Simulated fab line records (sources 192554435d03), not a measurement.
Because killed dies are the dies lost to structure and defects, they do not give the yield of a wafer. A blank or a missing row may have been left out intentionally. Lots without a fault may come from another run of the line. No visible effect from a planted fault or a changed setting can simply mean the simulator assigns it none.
Which tool did it? || flow n5Finfet || Sampling: 9 lots, 27 wafers, 6 of 1938 route steps

WHAT THE GAUGES READ, wafer by wafer
N5_ILD0_THK_MEAS_08.
{"lot": "L183", "measured": "day 3 20:41", "on": "filmMetro-01", "thkNm (nm)": "138.8 138.5 138.3"}
{"lot": "L186", "measured": "day 4 12:37", "on": "filmMetro-01", "thkNm (nm)": "141.0 140.5 139.4"}
{"lot": "L187", "measured": "day 4 21:33", "on": "filmMetro-01", "thkNm (nm)": "138.9 139.6 138.5"}
{"lot": "L189", "measured": "day 5 07:11", "on": "filmMetro-01", "thkNm (nm)": "138.5 139.4 138.4"}
{"lot": "L191", "measured": "day 5 21:44", "on": "filmMetro-01", "thkNm (nm)": "140.1 138.5 136.7"}
{"lot": "L198", "measured": "day 7 15:32", "on": "filmMetro-02", "thkNm (nm)": "195.5 196.5 197.4"}
{"lot": "L199", "measured": "day 7 22:38", "on": "filmMetro-01", "thkNm (nm)": "196.9 197.7 197.5"}
{"lot": "L200", "measured": "day 8 01:57", "on": "filmMetro-02", "thkNm (nm)": "197.5 197.5 199.0"}
{"lot": "L205", "measured": "day 10 03:23", "on": "filmMetro-01", "thkNm (nm)": "138.6 138.4 138.9"}

N5_BEOL_M4_RC_MEAS_101.
{"lot": "L183", "measured": "day 9 09:15", "on": "prober-01", "DIBL_N (mV/V)": "36.0 36.7 35.0", "DIBL_P (mV/V)": "36.4 37.5 34.9", "IOFF_N (nA/um)": "0.155 0.184 0.150", "IOFF_P (nA/um)": "0.200 0.223 0.181", "ION_N (uA/um)": "667 683 666", "ION_P (uA/um)": "450 461 451", "SS_N (mV/dec)": "71.4 72.0 70.9", "SS_P (mV/dec)": "73.4 72.9 73.3", "VT_N (mV)": "250.5 245.8 249.7", "VT_P (mV)": "-254 -250 -256"}
{"lot": "L186", "measured": "day 10 13:31", "on": "prober-02", "DIBL_N (mV/V)": "36.5 36.4 37.8", "DIBL_P (mV/V)": "39.0 39.1 39.4", "IOFF_N (nA/um)": "0.202 0.185 0.219", "IOFF_P (nA/um)": "0.228 0.222 0.236", "ION_N (uA/um)": "691 682 681", "ION_P (uA/um)": "468 463 461", "SS_N (mV/dec)": "72.6 72.5 72.2", "SS_P (mV/dec)": "74.4 73.7 74.2", "VT_N (mV)": "246.6 250.5 246.0", "VT_P (mV)": "-251 -251 -254"}
{"lot": "L187", "measured": "day 10 06:55", "on": "prober-02", "DIBL_N (mV/V)": "36.6 35.6 38.0", "DIBL_P (mV/V)": "38.2 36.9 39.2", "IOFF_N (nA/um)": "0.165 0.140 0.183", "IOFF_P (nA/um)": "0.221 0.201 0.234", "ION_N (uA/um)": "691 668 683", "ION_P (uA/um)": "468 465 473", "SS_N (mV/dec)": "71.3 71.5 72.2", "SS_P (mV/dec)": "72.3 72.2 73.5", "VT_N (mV)": "248.0 250.8 250.1", "VT_P (mV)": "-249 -251 -248"}
{"lot": "L189", "measured": "day 10 13:47", "on": "prober-01", "DIBL_N (mV/V)": "35.9 34.6 35.4", "DIBL_P (mV/V)": "35.2 34.0 35.5", "IOFF_N (nA/um)": "0.157 0.146 0.165", "IOFF_P (nA/um)": "0.194 0.183 0.200", "ION_N (uA/um)": "667 668 667", "ION_P (uA/um)": "455 458 457", "SS_N (mV/dec)": "71.5 71.5 72.4", "SS_P (mV/dec)": "74.3 73.1 73.9", "VT_N (mV)": "252.4 249.2 248.4", "VT_P (mV)": "-250 -252 -252"}
{"lot": "L191", "measured": "day 11 05:14", "on": "prober-01", "DIBL_N (mV/V)": "36.7 35.7 38.2", "DIBL_P (mV/V)": "35.7 33.7 38.3", "IOFF_N (nA/um)": "0.153 0.143 0.195", "IOFF_P (nA/um)": "0.236 0.199 0.275", "ION_N (uA/um)": "683 683 688", "ION_P (uA/um)": "475 467 480", "SS_N (mV/dec)": "71.3 71.4 71.7", "SS_P (mV/dec)": "72.6 72.7 73.3", "VT_N (mV)": "246.7 246.6 245.8", "VT_P (mV)": "-247 -253 -246"}
{"lot": "L205", "measured": "day 15 13:02", "on": "prober-02", "DIBL_N (mV/V)": "35.9 36.3 37.0", "DIBL_P (mV/V)": "36.9 37.3 38.6", "IOFF_N (nA/um)": "0.140 0.143 0.157", "IOFF_P (nA/um)": "0.171 0.179 0.190", "ION_N (uA/um)": "673 675 675", "ION_P (uA/um)": "455 460 461", "SS_N (mV/dec)": "70.7 71.4 71.6", "SS_P (mV/dec)": "72.8 72.9 72.7", "VT_N (mV)": "255.4 252.2 250.8", "VT_P (mV)": "-252 -253 -252"}

EACH LOT AND THE TOOL THAT RAN IT (in order: tool; ch and the chambers of the sampled wafers; start)
{"lot": "L183", "N5_SD_EPI_P_ETCH_36": "rieDiel-02 ch 0,2, day 3 11:49", "N5_SD_EPI_P_ETCH_37": "rieDiel-02 ch 0,2, day 3 11:54", "N5_SD_EPI_P_ETCHBACK_46": "rieDiel-02 ch 0,2, day 3 12:23", "N5_ILD0_CMP_07": "cmp-01 ch 1,3, day 3 20:24"}
{"lot": "L186", "N5_SD_EPI_P_ETCH_36": "rieDiel-06 ch 1,2, day 4 04:59", "N5_SD_EPI_P_ETCH_37": "rieDiel-06 ch 1,2, day 4 05:02", "N5_SD_EPI_P_ETCHBACK_46": "rieDiel-06 ch 1,2, day 4 05:22", "N5_ILD0_CMP_07": "cmp-02 ch 0,3, day 4 12:20"}
{"lot": "L187", "N5_SD_EPI_P_ETCH_36": "rieDiel-06 ch 0,2,3, day 4 13:38", "N5_SD_EPI_P_ETCH_37": "rieDiel-06 ch 0,2,3, day 4 13:41", "N5_SD_EPI_P_ETCHBACK_46": "rieDiel-06 ch 0,2,3, day 4 14:01", "N5_ILD0_CMP_07": "cmp-02 ch 0,2,3, day 4 21:22"}
{"lot": "L189", "N5_SD_EPI_P_ETCH_36": "rieDiel-05 ch 0,1,2, day 4 23:25", "N5_SD_EPI_P_ETCH_37": "rieDiel-05 ch 0,1,2, day 4 23:28", "N5_SD_EPI_P_ETCHBACK_46": "rieDiel-05 ch 0,1,2, day 4 23:47", "N5_ILD0_CMP_07": "cmp-02 ch 1,2,3, day 5 06:56"}
{"lot": "L191", "N5_SD_EPI_P_ETCH_36": "rieDiel-06 ch 0,3, day 5 14:07", "N5_SD_EPI_P_ETCH_37": "rieDiel-06 ch 0,3, day 5 14:11", "N5_SD_EPI_P_ETCHBACK_46": "rieDiel-06 ch 0,3, day 5 14:30", "N5_ILD0_CMP_07": "cmp-04 ch 1,3, day 5 21:27"}
{"lot": "L198", "N5_SD_EPI_P_ETCH_36": "rieDiel-05 ch 0,3, day 7 06:13", "N5_SD_EPI_P_ETCH_37": "rieDiel-05 ch 0,3, day 7 06:16", "N5_SD_EPI_P_ETCHBACK_46": "rieDiel-05 ch 0,3, day 7 06:35", "N5_ILD0_CMP_07": "cmp-04 ch 0,1,2, day 7 15:21"}
{"lot": "L199", "N5_SD_EPI_P_ETCH_36": "rieDiel-05 ch 0,3, day 7 15:11", "N5_SD_EPI_P_ETCH_37": "rieDiel-05 ch 0,3, day 7 15:14", "N5_SD_EPI_P_ETCHBACK_46": "rieDiel-05 ch 0,3, day 7 15:34", "N5_ILD0_CMP_07": "cmp-02 ch 0,1,3, day 7 22:21"}
{"lot": "L200", "N5_SD_EPI_P_ETCH_36": "rieDiel-02 ch 1,2, day 7 18:20", "N5_SD_EPI_P_ETCH_37": "rieDiel-02 ch 1,2, day 7 18:24", "N5_SD_EPI_P_ETCHBACK_46": "rieDiel-02 ch 1,2, day 7 18:43", "N5_ILD0_CMP_07": "cmp-02 ch 0,3, day 8 01:39"}
{"lot": "L205", "N5_SD_EPI_P_ETCH_36": "rieDiel-05 ch 0,2,3, day 9 03:47", "N5_SD_EPI_P_ETCH_37": "rieDiel-05 ch 0,2,3, day 9 03:51", "N5_SD_EPI_P_ETCHBACK_46": "rieDiel-05 ch 0,2,3, day 9 04:10", "N5_ILD0_CMP_07": "cmp-04 ch 0,2,3, day 10 03:06"}
- N5_SD_EPI_P_ETCH_36: etches SiARC in CF4, target depth 45.5 nm, time 75.8 s.
- N5_SD_EPI_P_ETCH_37: etches SOC in N2/H2, overetch 108 nm, time 486 s.
- N5_SD_EPI_P_ETCHBACK_46: etches SiNx in CH3F/O2, stops on SiO2, target depth 17.5 nm.
- N5_ILD0_CMP_07: polishes SiO2 flowable, stops on poly-Si, t overpolish 1.18 s, target thk 138.88 nm.

AS READ BY THE TOOLS THEMSELVES (means over the sampled wafers that have a number; for cases with no such wafer, the mark the record gives instead)
N5_SD_EPI_P_ETCH_36.
{"lot": "L183", "tool": "rieDiel-02", "drypumpMotorCurrentA (A)": 5.9, "etchRfOnTimeS (s)": 75.5, "oesProductAu (a.u.)": 0.73, "rfVppV (V)": 185.5, "showerheadPlenumPTorr (Torr)": 2.17, "throttleValvePct (%)": 15.29}
{"lot": "L186", "tool": "rieDiel-06", "drypumpMotorCurrentA (A)": 6.1, "etchRfOnTimeS (s)": 75.7, "oesProductAu (a.u.)": 0.64, "rfVppV (V)": 183.9, "showerheadPlenumPTorr (Torr)": 2.11, "throttleValvePct (%)": 15.70}
{"lot": "L187", "tool": "rieDiel-06", "drypumpMotorCurrentA (A)": 6.2, "etchRfOnTimeS (s)": 75.0, "oesProductAu (a.u.)": 0.64, "rfVppV (V)": 183.6, "showerheadPlenumPTorr (Torr)": 2.11, "throttleValvePct (%)": 15.64}
{"lot": "L189", "tool": "rieDiel-05", "drypumpMotorCurrentA (A)": 5.4, "etchRfOnTimeS (s)": 76.0, "oesProductAu (a.u.)": 0.72, "rfVppV (V)": 183.7, "showerheadPlenumPTorr (Torr)": 2.16, "throttleValvePct (%)": 15.37}
{"lot": "L191", "tool": "rieDiel-06", "drypumpMotorCurrentA (A)": 6.1, "etchRfOnTimeS (s)": 75.7, "oesProductAu (a.u.)": 0.64, "rfVppV (V)": 183.9, "showerheadPlenumPTorr (Torr)": 2.11, "throttleValvePct (%)": 15.52}
{"lot": "L198", "tool": "rieDiel-05", "drypumpMotorCurrentA (A)": 5.3, "etchRfOnTimeS (s)": 75.9, "oesProductAu (a.u.)": 0.66, "rfVppV (V)": 184.6, "showerheadPlenumPTorr (Torr)": 2.23, "throttleValvePct (%)": 15.41}
{"lot": "L199", "tool": "rieDiel-05", "drypumpMotorCurrentA (A)": 5.3, "etchRfOnTimeS (s)": 77.0, "oesProductAu (a.u.)": 0.65, "rfVppV (V)": 184.9, "showerheadPlenumPTorr (Torr)": 2.23, "throttleValvePct (%)": 15.43}
{"lot": "L200", "tool": "rieDiel-02", "drypumpMotorCurrentA (A)": 6.3, "etchRfOnTimeS (s)": 75.1, "oesProductAu (a.u.)": 0.75, "rfVppV (V)": 185.4, "showerheadPlenumPTorr (Torr)": 2.24, "throttleValvePct (%)": 15.47}
{"lot": "L205", "tool": "rieDiel-05", "drypumpMotorCurrentA (A)": 5.4, "etchRfOnTimeS (s)": 77.7, "oesProductAu (a.u.)": 0.69, "rfVppV (V)": 184.5, "showerheadPlenumPTorr (Torr)": 2.18, "throttleValvePct (%)": 15.39}

N5_SD_EPI_P_ETCH_37.
{"lot": "L183", "tool": "rieDiel-02", "drypumpMotorCurrentA (A)": 5.9, "oesProductAu (a.u.)": 0.76, "rfVppV (V)": 241.1, "showerheadPlenumPTorr (Torr)": 2.58, "throttleValvePct (%)": 23.38}
{"lot": "L186", "tool": "rieDiel-06", "drypumpMotorCurrentA (A)": 6.1, "oesProductAu (a.u.)": 0.68, "rfVppV (V)": 240.3, "showerheadPlenumPTorr (Torr)": 2.50, "throttleValvePct (%)": 23.84}
{"lot": "L187", "tool": "rieDiel-06", "drypumpMotorCurrentA (A)": 6.2, "oesProductAu (a.u.)": 0.68, "rfVppV (V)": 240.6, "showerheadPlenumPTorr (Torr)": 2.50, "throttleValvePct (%)": 23.86}
{"lot": "L189", "tool": "rieDiel-05", "drypumpMotorCurrentA (A)": 5.4, "oesProductAu (a.u.)": 0.76, "rfVppV (V)": 241.3, "showerheadPlenumPTorr (Torr)": 2.57, "throttleValvePct (%)": 23.44}
{"lot": "L191", "tool": "rieDiel-06", "drypumpMotorCurrentA (A)": 6.1, "oesProductAu (a.u.)": 0.68, "rfVppV (V)": 241.0, "showerheadPlenumPTorr (Torr)": 2.51, "throttleValvePct (%)": 23.80}
{"lot": "L198", "tool": "rieDiel-05", "drypumpMotorCurrentA (A)": 5.3, "oesProductAu (a.u.)": 0.69, "rfVppV (V)": 241.7, "showerheadPlenumPTorr (Torr)": 2.66, "throttleValvePct (%)": 23.43}
{"lot": "L199", "tool": "rieDiel-05", "drypumpMotorCurrentA (A)": 5.3, "oesProductAu (a.u.)": 0.69, "rfVppV (V)": 241.6, "showerheadPlenumPTorr (Torr)": 2.65, "throttleValvePct (%)": 23.41}
{"lot": "L200", "tool": "rieDiel-02", "drypumpMotorCurrentA (A)": 6.3, "oesProductAu (a.u.)": 0.78, "rfVppV (V)": 241.6, "showerheadPlenumPTorr (Torr)": 2.66, "throttleValvePct (%)": 23.85}
{"lot": "L205", "tool": "rieDiel-05", "drypumpMotorCurrentA (A)": 5.4, "oesProductAu (a.u.)": 0.72, "rfVppV (V)": 241.0, "showerheadPlenumPTorr (Torr)": 2.60, "throttleValvePct (%)": 23.53}

N5_SD_EPI_P_ETCHBACK_46.
{"lot": "L183", "tool": "rieDiel-02", "drypumpMotorCurrentA (A)": 5.9, "oesProductAu (a.u.)": 0.73, "rfVppV (V)": 301.5, "showerheadPlenumPTorr (Torr)": 2.04, "throttleValvePct (%)": 16.08}
{"lot": "L186", "tool": "rieDiel-06", "drypumpMotorCurrentA (A)": 6.1, "oesProductAu (a.u.)": 0.65, "rfVppV (V)": 296.8, "showerheadPlenumPTorr (Torr)": 1.97, "throttleValvePct (%)": 16.43}
{"lot": "L187", "tool": "rieDiel-06", "drypumpMotorCurrentA (A)": 6.2, "oesProductAu (a.u.)": 0.64, "rfVppV (V)": 295.3, "showerheadPlenumPTorr (Torr)": 1.97, "throttleValvePct (%)": 16.39}
{"lot": "L189", "tool": "rieDiel-05", "drypumpMotorCurrentA (A)": 5.5, "oesProductAu (a.u.)": 0.72, "rfVppV (V)": 297.0, "showerheadPlenumPTorr (Torr)": 2.02, "throttleValvePct (%)": 16.09}
{"lot": "L191", "tool": "rieDiel-06", "drypumpMotorCurrentA (A)": 6.1, "oesProductAu (a.u.)": 0.64, "rfVppV (V)": 294.7, "showerheadPlenumPTorr (Torr)": 1.97, "throttleValvePct (%)": 16.28}
{"lot": "L198", "tool": "rieDiel-05", "drypumpMotorCurrentA (A)": 5.3, "oesProductAu (a.u.)": 0.67, "rfVppV (V)": 299.2, "showerheadPlenumPTorr (Torr)": 2.08, "throttleValvePct (%)": 16.13}
{"lot": "L199", "tool": "rieDiel-05", "drypumpMotorCurrentA (A)": 5.3, "oesProductAu (a.u.)": 0.66, "rfVppV (V)": 299.9, "showerheadPlenumPTorr (Torr)": 2.08, "throttleValvePct (%)": 16.14}
{"lot": "L200", "tool": "rieDiel-02", "drypumpMotorCurrentA (A)": 6.3, "oesProductAu (a.u.)": 0.74, "rfVppV (V)": 300.1, "showerheadPlenumPTorr (Torr)": 2.11, "throttleValvePct (%)": 16.25}
{"lot": "L205", "tool": "rieDiel-05", "drypumpMotorCurrentA (A)": 5.4, "oesProductAu (a.u.)": 0.69, "rfVppV (V)": 299.1, "showerheadPlenumPTorr (Torr)": 2.04, "throttleValvePct (%)": 16.13}

N5_ILD0_CMP_07.
{"lot": "L183", "tool": "cmp-01", "edgeZonePressureFrac": 0.999, "headPressurePsi (psi)": 4.156, "motorCurrentA (A)": 11.5, "platenRpm (rpm)": 51.81}
{"lot": "L186", "tool": "cmp-02", "edgeZonePressureFrac": 1.000, "headPressurePsi (psi)": 4.151, "motorCurrentA (A)": 11.9, "platenRpm (rpm)": 51.78}
{"lot": "L187", "tool": "cmp-02", "edgeZonePressureFrac": 1.000, "headPressurePsi (psi)": 4.157, "motorCurrentA (A)": 12.4, "platenRpm (rpm)": 51.82}
{"lot": "L189", "tool": "cmp-02", "edgeZonePressureFrac": 0.999, "headPressurePsi (psi)": 4.147, "motorCurrentA (A)": 13.2, "platenRpm (rpm)": 51.78}
{"lot": "L191", "tool": "cmp-04", "edgeZonePressureFrac": 0.994, "headPressurePsi (psi)": 4.148, "motorCurrentA (A)": 13.3, "platenRpm (rpm)": 51.82}
{"lot": "L198", "tool": "cmp-04", "edgeZonePressureFrac": "-", "headPressurePsi (psi)": "-", "motorCurrentA (A)": "-", "platenRpm (rpm)": "-"}
{"lot": "L199", "tool": "cmp-02", "edgeZonePressureFrac": "-", "headPressurePsi (psi)": "-", "motorCurrentA (A)": "-", "platenRpm (rpm)": "-"}
{"lot": "L200", "tool": "cmp-02", "edgeZonePressureFrac": "-", "headPressurePsi (psi)": "-", "motorCurrentA (A)": "-", "platenRpm (rpm)": "-"}
{"lot": "L205", "tool": "cmp-04", "edgeZonePressureFrac": 0.998, "headPressurePsi (psi)": 4.148, "motorCurrentA (A)": 11.0, "platenRpm (rpm)": 51.79}

THE ANSWER, worked out from the rows above alone
Rule: the usual values come from the lots themselves. Put in order of their means at a reading, lots are off if they are a third of the lots or fewer, leave a main group of 4 or more, and stand apart from it by a gap of 3 or more times the standard deviation of the main group's means; of several such gaps the widest counts. A main group is skipped when, at the precision printed for the reading in the tables above, its means are all equal. A lot without any number at a reading at which 4 lots or more have one is off too. All remaining lots with rows at the step are treated as sound. The gauges are gone through in route order, then the tools' own readings, and for those a lot's mean is taken as printed above. At the first step where some lot is off, the reading lying furthest off is the one used; lots without a number count as furthest.
Off, at N5_ILD0_THK_MEAS_08 on thkNm: L198, L199, L200. The main group has a mean of 138.9 nm with a standard deviation of 0.63.
A tool fits if, at a process step before that reading, it ran every lot that is off, and no sound lot after the first of them. Not tried: the gauges at N5_ILD0_THK_MEAS_08; whatever is off there is also off at N5_ILD0_CMP_07, on other tools, and gauge error can't account for it. Not one of the candidates tried fits.

WHAT THE SIMULATOR HAD PUT IN
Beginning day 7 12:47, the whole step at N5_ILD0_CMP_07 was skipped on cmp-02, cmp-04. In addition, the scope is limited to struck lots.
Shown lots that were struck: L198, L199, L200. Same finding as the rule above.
